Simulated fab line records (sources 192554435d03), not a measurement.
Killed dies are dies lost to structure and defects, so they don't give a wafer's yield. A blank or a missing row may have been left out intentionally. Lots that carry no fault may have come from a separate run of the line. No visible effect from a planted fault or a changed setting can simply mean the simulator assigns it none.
Which tool did it?	flow n5-finfet	72 wafers from 24 lots sampled at 3 of the route's 1938 steps

## WHAT THE GAUGES SHOWED, per wafer
N5_BEOL_M5_CD_MEAS_11: target cd 27.74 nm. Usual: cd-nm reads 28.08 nm (standard deviation 0.25).
lot	measured	on	cd-nm (nm)	flag
L074	day 9 21:24	cd-sem-01	28.31 28.25 28.63	
L075	day 11 06:48	cd-sem-03	27.96 28.22 27.94	
L076	day 11 12:13	cd-sem-01	27.79 28.04 27.83	
L077	day 11 15:17	cd-sem-01	28.44 28.39 28.41	
L078	day 11 21:08	cd-sem-02	28.17 28.39 28.27	
L080	day 12 05:37	cd-sem-01	27.67 27.54 27.75	
L081	day 12 07:22	cd-sem-03	27.81 28.01 27.98	
L082	day 12 14:57	cd-sem-03	28.37 28.16 28.17	
L083	day 12 15:02	cd-sem-02	27.68 28.29 28.11	
L084	day 12 19:29	cd-sem-01	28.44 28.07 28.03	
L085	day 13 03:59	cd-sem-02	28.43 28.25 28.22	
L086	day 13 10:24	cd-sem-03	27.81 27.85 27.85	
L092	day 13 10:26	cd-sem-02	27.85 28.09 28.21	
L088	day 14 01:00	cd-sem-02	28.32 28.08 28.18	
L089	day 14 05:55	cd-sem-03	28.28 28.38 27.83	
L087	day 14 05:58	cd-sem-01	28.29 28.08 28.27	
L090	day 14 10:02	cd-sem-01	27.96 28.08 27.86	
L091	day 14 14:44	cd-sem-01	28.39 28.13 28.54	
L093	day 14 18:32	cd-sem-01	28.01 27.95 28.09	
L079	day 15 14:52	cd-sem-03	27.86 28.41 27.76	
L097	day 15 15:06	cd-sem-02	28.06 27.94 28.15	
L096	day 16 00:53	cd-sem-03	27.35 28.10 27.98	
L095	day 16 16:03	cd-sem-01	27.80 28.09 27.97	
L094	day 16 12:15	cd-sem-02	28.19 28.12 28.21	

## TOOL THAT RAN EACH LOT (tool first, then ch and the chambers of the sampled wafers, then the start)
lot	N5_BEOL_M4_ANNEAL_95	N5_BEOL_M5_HM_DEP_02
L074	pvd-sputter-02, day 9 17:17	pvd-sputter-03, day 9 20:53
L075	pvd-sputter-01, day 11 02:46	pvd-sputter-03, day 11 06:25
L076	pvd-sputter-01, day 11 08:34	pvd-sputter-03, day 11 11:49
L077	pvd-sputter-02, day 11 11:16	pvd-sputter-03, day 11 14:54
L078	pvd-sputter-03, day 11 17:16	pvd-sputter-01, day 11 20:44
L080	pvd-sputter-01, day 12 00:34	pvd-sputter-03, day 12 05:13
L081	pvd-sputter-03, day 12 03:37	pvd-sputter-02, day 12 06:58
L082	pvd-sputter-03, day 12 09:52	pvd-sputter-01, day 12 14:26
L083	pvd-sputter-01, day 12 10:44	pvd-sputter-01, day 12 14:38
L084	pvd-sputter-02, day 12 15:41	pvd-sputter-03, day 12 19:05
L085	pvd-sputter-03, day 12 23:37	pvd-sputter-03, day 13 03:35
L086	pvd-sputter-03, day 13 06:29	pvd-sputter-01, day 13 09:53
L092	pvd-sputter-02, day 13 06:38	pvd-sputter-01, day 13 10:01
L088	pvd-sputter-03, day 13 20:42	pvd-sputter-03, day 14 00:28
L089	pvd-sputter-02, day 13 22:31	pvd-sputter-01, day 14 04:43
L087	pvd-sputter-01, day 14 01:33	pvd-sputter-01, day 14 05:25
L090	pvd-sputter-02, day 14 06:02	pvd-sputter-03, day 14 09:31
L091	pvd-sputter-02, day 14 08:58	pvd-sputter-03, day 14 14:20
L093	pvd-sputter-01, day 14 13:49	pvd-sputter-02, day 14 18:01
L079	pvd-sputter-02, day 15 10:03	pvd-sputter-02, day 15 14:28
L097	pvd-sputter-03, day 15 10:11	pvd-sputter-01, day 15 14:35
L096	pvd-sputter-01, day 15 21:11	pvd-sputter-03, day 16 00:22
L095	pvd-sputter-01, day 16 02:49	pvd-sputter-02, day 16 15:39
L094	pvd-sputter-02, day 16 08:11	pvd-sputter-03, day 16 11:44
- N5_BEOL_M4_ANNEAL_95: time 240 s.
- N5_BEOL_M5_HM_DEP_02: deposits TiN, target thk 20 nm.

## AS READ BY THE TOOLS THEMSELVES (means over the sampled wafers that have a number; for cases with no such wafer, the mark the record gives instead)
N5_BEOL_M4_ANNEAL_95. Usual: heater-power-w reads 836 W (standard deviation 71).
lot	tool	heater-power-w (W)	flag
L074	pvd-sputter-02	844	
L075	pvd-sputter-01	876	
L076	pvd-sputter-01	790	
L077	pvd-sputter-02	846	
L078	pvd-sputter-03	791	
L080	pvd-sputter-01	823	
L081	pvd-sputter-03	841	
L082	pvd-sputter-03	785	
L083	pvd-sputter-01	933	
L084	pvd-sputter-02	843	
L085	pvd-sputter-03	842	
L086	pvd-sputter-03	850	
L092	pvd-sputter-02	826	
L088	pvd-sputter-03	791	
L089	pvd-sputter-02	823	
L087	pvd-sputter-01	865	
L090	pvd-sputter-02	819	
L091	pvd-sputter-02	822	
L093	pvd-sputter-01	793	
L079	pvd-sputter-02	797	
L097	pvd-sputter-03	747	
L096	pvd-sputter-01	800	
L095	pvd-sputter-01	847	
L094	pvd-sputter-02	811	

N5_BEOL_M5_HM_DEP_02. Usual: throttle-valve-pct reads 30.0 % (standard deviation 0.92).
lot	tool	throttle-valve-pct (%)	flag
L074	pvd-sputter-03	30.3	
L075	pvd-sputter-03	30.2	
L076	pvd-sputter-03	29.6	
L077	pvd-sputter-03	30.6	
L078	pvd-sputter-01	29.7	
L080	pvd-sputter-03	30.0	
L081	pvd-sputter-02	29.4	
L082	pvd-sputter-01	28.9	
L083	pvd-sputter-01	30.4	
L084	pvd-sputter-03	30.8	
L085	pvd-sputter-03	29.3	
L086	pvd-sputter-01	29.0	
L092	pvd-sputter-01	30.2	
L088	pvd-sputter-03	30.8	
L089	pvd-sputter-01	29.7	
L087	pvd-sputter-01	30.3	
L090	pvd-sputter-03	30.6	
L091	pvd-sputter-03	30.4	
L093	pvd-sputter-02	30.3	
L079	pvd-sputter-02	30.3	
L097	pvd-sputter-01	30.4	
L096	pvd-sputter-03	29.4	
L095	pvd-sputter-02	29.4	
L094	pvd-sputter-03	30.6	

## THE ANSWER, worked out from the rows above alone
Rule: a lot counts as off when the mean over its wafers that have a number is more than 3 standard deviations away from the usual mean. Also off: a lot with no number at a reading for which 4 or more lots have one. All remaining lots with rows at the step are treated as sound. Order of review: gauges by route order, followed by the tools' own readings, for which a lot's mean as printed above is used. At the first step where some lot is off, the reading lying furthest off is the one used; lots without a number count as furthest.
No lot is off at any reading shown: from this, nothing can be told.

## WHAT THE SIMULATOR HAD INSERTED
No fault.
